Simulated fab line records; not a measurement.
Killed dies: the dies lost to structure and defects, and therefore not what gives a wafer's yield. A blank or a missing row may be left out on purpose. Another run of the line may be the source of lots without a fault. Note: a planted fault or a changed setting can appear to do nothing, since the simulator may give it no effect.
Chamber matching    flow n5 finfet    N5_BEOL_M2_ETCHBACK_99 on rie diel-05 has 4 sister chambers
The step etches SiO2 in CHF3, target depth 5 nm, time 10.4 s. 22 wafers are shown with their chamber, then 11 later ones without.

== EACH WAFER AND ITS CHAMBER ==
wafer   chamber  showerhead plenum p Torr (Torr)  throttle valve pct (%)  drypump motor current A (A)
L075.2  1        2.12                             16.97                   5.8
L075.4  2        2.09                             16.69                   5.2
L075.5  2        2.09                             16.70                   5.2
L082.1  2        2.08                             16.73                   5.2
L082.3  3        2.20                             17.15                   5.6
L082.6  3        2.20                             17.14                   5.7
L081.1  0        2.21                             16.69                   5.5
L081.3  3        2.20                             17.14                   5.6
L081.6  2        2.08                             16.72                   5.2
L083.3  3        2.20                             17.14                   5.7
L083.4  1        2.11                             17.01                   5.8
L083.6  0        2.21                             16.69                   5.5
L085.1  3        2.20                             17.16                   5.6
L085.4  0        2.21                             16.70                   5.4
L085.6  3        2.20                             17.17                   5.6
L087.1  2        2.08                             16.75                   5.2
L087.3  3        2.20                             17.15                   5.6
L087.5  0        2.21                             16.70                   5.4
L088.1  3        2.20                             17.16                   5.6
L088.2  0        2.21                             16.69                   5.5
L088.4  1        2.11                             17.03                   5.8
L089.1  2        2.07                             16.77                   5.2

SIGNATURES, as means of the wafers listed above
reading                   chamber 0  chamber 1  chamber 2  chamber 3  scatter within a chamber
showerhead plenum p Torr  2.2100     2.1133     2.0817     2.2000     0.00441
throttle valve pct        16.6940    17.0033    16.7267    17.1513    0.0203
drypump motor current A   5.460      5.800      5.200      5.625      0.0387
Rule: for each reading, subtract the chamber's mean from the wafer's reading, divide by that reading's scatter and square the result; add these up over the readings and take the root, which gives the wafer's distance from the chamber. The wafer belongs to the nearest chamber; if the next one is less than 2 further off, it can't be placed. The scatter: take each reading less its chamber's mean, square it, sum over the shown wafers, divide by the number of wafers less the number of chambers, and take the root.

== WAFERS MISSING THEIR CHAMBER ==
wafer   showerhead plenum p Torr (Torr)  throttle valve pct (%)  drypump motor current A (A)
L089.3  2.20                             16.71                   5.5
L089.6  2.19                             17.16                   5.6
L091.4  2.19                             17.17                   5.6
L091.5  2.20                             16.71                   5.5
L091.6  2.10                             17.04                   5.8
L093.1  2.19                             17.19                   5.6
L093.4  2.07                             16.78                   5.2
L093.5  2.19                             17.19                   5.6
L097.1  2.20                             16.73                   5.5
L097.2  2.19                             17.19                   5.7
L097.6  2.19                             17.19                   5.6

== EACH ONE'S CHAMBER ==
wafer   from the rows above  in truth
L089.3  0                    0
L089.6  3                    3
L091.4  3                    3
L091.5  0                    0
L091.6  1                    1
L093.1  3                    3
L093.4  2                    2
L093.5  3                    3
L097.1  0                    0
L097.2  3                    3
L097.6  3                    3
Correctly placed: 11 of 11. Left unplaced by these rows: 0. Wrongly placed: 0.
